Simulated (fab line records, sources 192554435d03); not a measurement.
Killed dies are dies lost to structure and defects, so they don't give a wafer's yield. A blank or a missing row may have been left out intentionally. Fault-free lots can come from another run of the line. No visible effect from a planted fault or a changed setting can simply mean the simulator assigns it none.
Split-lot experiment -- flow n5 finfet -- 21 wafers read from 7 lots, route of 1938 steps

## ABOUT THE SPLIT
At N5_BEOL_M1_COAT_05 (resist thk 30 nm), the setting spin rpm was moved away from the recipe's 1500 rpm on 5 of the 21 wafers read, by -3.7% to +10.3%. For the rest of the wafers, this setting stayed at what the recipe calls for.

## FROM THE SPLIT TO THE READING: what the file shows between them, 4 steps
- N5_BEOL_M1_EBR_07
- N5_BEOL_M1_SOFTBAKE_06: time 60 s
- N5_BEOL_M1_EXPOSE_08: exposes mask M1
- N5_BEOL_M1_PEB_09: peb time 60 s

## THE READING
CAR-EUV_of_BEOL_M1_COAT_05.thk nm (the simulator's own value, which no gauge read), in nm, at N5_BEOL_M1_DEVELOP_10 (develop time 30 s). There is no usual value for it anywhere in the file. Average 29.5 nm, standard deviation 0.14 nm, over the 16 wafers here run with the recipe.

wafer,"tool, chamber at the split","spin rpm as run, rpm",against the recipe,"CAR-EUV_of_BEOL_M1_COAT_05.thk nm, nm",against lot-mates on the recipe
L074.1,"litho track-02, 0",1500,recipe,29.6,-
L074.4,"litho track-02, 0",1444,-3.7%,30,+0.4
L074.5,"litho track-02, 0",1444,-3.7%,30.2,+0.6
L075.3,"litho track-05, 0",1500,recipe,29.6,-
L075.4,"litho track-05, 0",1500,recipe,29.4,-
L075.5,"litho track-05, 0",1500,recipe,29.4,-
L085.2,"litho track-01, 0",1500,recipe,29.6,-
L085.3,"litho track-01, 0",1500,recipe,29.8,-
L085.4,"litho track-01, 0",1500,recipe,29.8,-
L086.2,"litho track-05, 0",1500,recipe,29.6,-
L086.3,"litho track-05, 0",1500,recipe,29.4,-
L086.4,"litho track-05, 0",1500,recipe,29.4,-
L089.2,"litho track-01, 0",1500,recipe,29.4,-
L089.4,"litho track-01, 0",1500,recipe,29.6,-
L089.5,"litho track-01, 0",1500,recipe,29.6,-
L095.3,"litho track-02, 0",1500,recipe,29.4,-
L095.4,"litho track-02, 0",1500,recipe,29.4,-
L095.5,"litho track-02, 0",1655,+10.3%,28,-1.4
L096.3,"litho track-02, 0",1500,recipe,29.6,-
L096.5,"litho track-02, 0",1544,+2.9%,29,-0.6
L096.6,"litho track-02, 0",1544,+2.9%,29.2,-0.4

FIT RESULTS
A straight line over all 21 wafers: CAR-EUV_of_BEOL_M1_COAT_05.thk nm changes by -0.149 nm for each +1% of spin rpm; r = -0.95; the points scatter about the line by 0.13 nm.
The same after taking each lot's own level away (the mean of its wafers on the recipe; 21 wafers): -0.139 nm for each +1%; r = -0.97; scatter 0.093 nm.
Per that fit: largest spin rpm move, reading shift of 1.4 nm.
The span of the lots' own levels, 29.40 to 29.73 nm, comes to 2.4 times the standard deviation stated above.
So the lot-to-lot level changes the slope little: the two slopes agree.
Check: for one of the wafers moved furthest among these (+10.3%), held out of the fit, the line's prediction against its lot-mates is -1.54 nm. Against them it came out at -1.4 nm.

## OTHER SPLITS APPLIED TO THESE WAFERS
Before the reading, these wafers also passed through other splits. Each is held against what the fit with the lots' levels taken away leaves over:
other split on the same wafers,wafers away from the commonest value,r with CAR-EUV_of_BEOL_M1_COAT_05.thk nm (lot level and that fit taken away)
N5_HKMG_FIN_COAT_06 spin rpm,8,+0.19
N5_HKMG_FIN_EXPOSE_09 dose mj,5,+0.15
N5_MOL_CONTACT_COAG_ETCH_105 bias w,8,-0.06
N5_MOL_CONTACT_COAG_CONTACT_ETCH_14 source w,4,-0.03
N5_MOL_CONTACT_COAG_ALD_27 ald cycles,10,+0.02
N5_BEOL_M0_SAQP_ETCH_106 target depth a,3,-0.14
N5_BEOL_M0_SAQP_SPACER2_ALD_26 target thk a,7,-0.02

## THE WHOLE CHAIN: every reading that the file lists as answering this split, in the file's order
step,what it does,reading,change (the file's fit),r (the file's)
N5_BEOL_M1_COAT_05,resist thk 30 nm,"CAR-EUV_of_BEOL_M1_COAT_05.thk nm (the simulator's own value, which no gauge read)",-0.154 nm for each +1% of the setting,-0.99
N5_BEOL_M1_DEVELOP_10,develop time 30 s,"CAR-EUV_of_BEOL_M1_COAT_05.thk nm (the simulator's own value, which no gauge read)",-0.138 nm for each +1% of the setting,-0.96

## FILE'S OWN FIT
CAR-EUV_of_BEOL_M1_COAT_05.thk nm changes by -0.138 nm for each +1% of spin rpm, r = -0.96.
